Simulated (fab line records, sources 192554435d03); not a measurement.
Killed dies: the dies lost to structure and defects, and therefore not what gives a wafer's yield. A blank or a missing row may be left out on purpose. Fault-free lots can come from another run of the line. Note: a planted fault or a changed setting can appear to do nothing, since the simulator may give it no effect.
Chamber matching / flow n5-finfet / N5_SD_EPI_N_ETCH_34 on rie-diel-04: 4 sister chambers
The step etches SiARC in CF4, target depth 45.5 nm, time 75.8 s. 8 wafers are shown with their chamber, then 7 later ones without.

## WAFERS, EACH WITH ITS CHAMBER
wafer=L078.4; chamber=1; showerhead-plenum-p-Torr (Torr)=2.09; throttle-valve-pct (%)=15.42
wafer=L078.6; chamber=0; showerhead-plenum-p-Torr (Torr)=2.18; throttle-valve-pct (%)=15.46
wafer=L079.1; chamber=1; showerhead-plenum-p-Torr (Torr)=2.09; throttle-valve-pct (%)=15.45
wafer=L090.4; chamber=2; showerhead-plenum-p-Torr (Torr)=2.22; throttle-valve-pct (%)=15.95
wafer=L090.5; chamber=0; showerhead-plenum-p-Torr (Torr)=2.18; throttle-valve-pct (%)=15.01
wafer=L090.6; chamber=3; showerhead-plenum-p-Torr (Torr)=2.11; throttle-valve-pct (%)=16.03
wafer=L093.1; chamber=2; showerhead-plenum-p-Torr (Torr)=2.21; throttle-valve-pct (%)=15.96
wafer=L093.3; chamber=3; showerhead-plenum-p-Torr (Torr)=2.11; throttle-valve-pct (%)=16.05

## WAFERS MISSING THEIR CHAMBER
wafer=L093.4; showerhead-plenum-p-Torr (Torr)=2.18; throttle-valve-pct (%)=15.03
wafer=L095.2; showerhead-plenum-p-Torr (Torr)=2.18; throttle-valve-pct (%)=15.02
wafer=L095.3; showerhead-plenum-p-Torr (Torr)=2.21; throttle-valve-pct (%)=15.98
wafer=L095.5; showerhead-plenum-p-Torr (Torr)=2.08; throttle-valve-pct (%)=15.48
wafer=L097.3; showerhead-plenum-p-Torr (Torr)=2.08; throttle-valve-pct (%)=15.50
wafer=L097.4; showerhead-plenum-p-Torr (Torr)=2.21; throttle-valve-pct (%)=15.97
wafer=L097.6; showerhead-plenum-p-Torr (Torr)=2.11; throttle-valve-pct (%)=16.06

## WHICH CHAMBER EACH ONE RAN IN
wafer=L093.4; from the rows above=0; in truth=0
wafer=L095.2; from the rows above=0; in truth=0
wafer=L095.3; from the rows above=2; in truth=2
wafer=L095.5; from the rows above=1; in truth=1
wafer=L097.3; from the rows above=1; in truth=1
wafer=L097.4; from the rows above=2; in truth=2
wafer=L097.6; from the rows above=3; in truth=3
Placed correctly: 7 of 7. Can't be placed from these rows: 0. Number placed wrongly: 0.
How it was worked out, from the rows above alone: a wafer's distance from a chamber is the root of the sum, over the readings, of the square of ((its reading less the chamber's mean) divided by the reading's scatter). If the next closest chamber is less than 2 further off than the closest, the wafer can't be placed; otherwise it belongs to the closest. A chamber's mean is the mean of its shown wafers. The scatter: take each reading less its chamber's mean, square it, sum over the shown wafers, divide by the number of wafers less the number of chambers, and take the root.
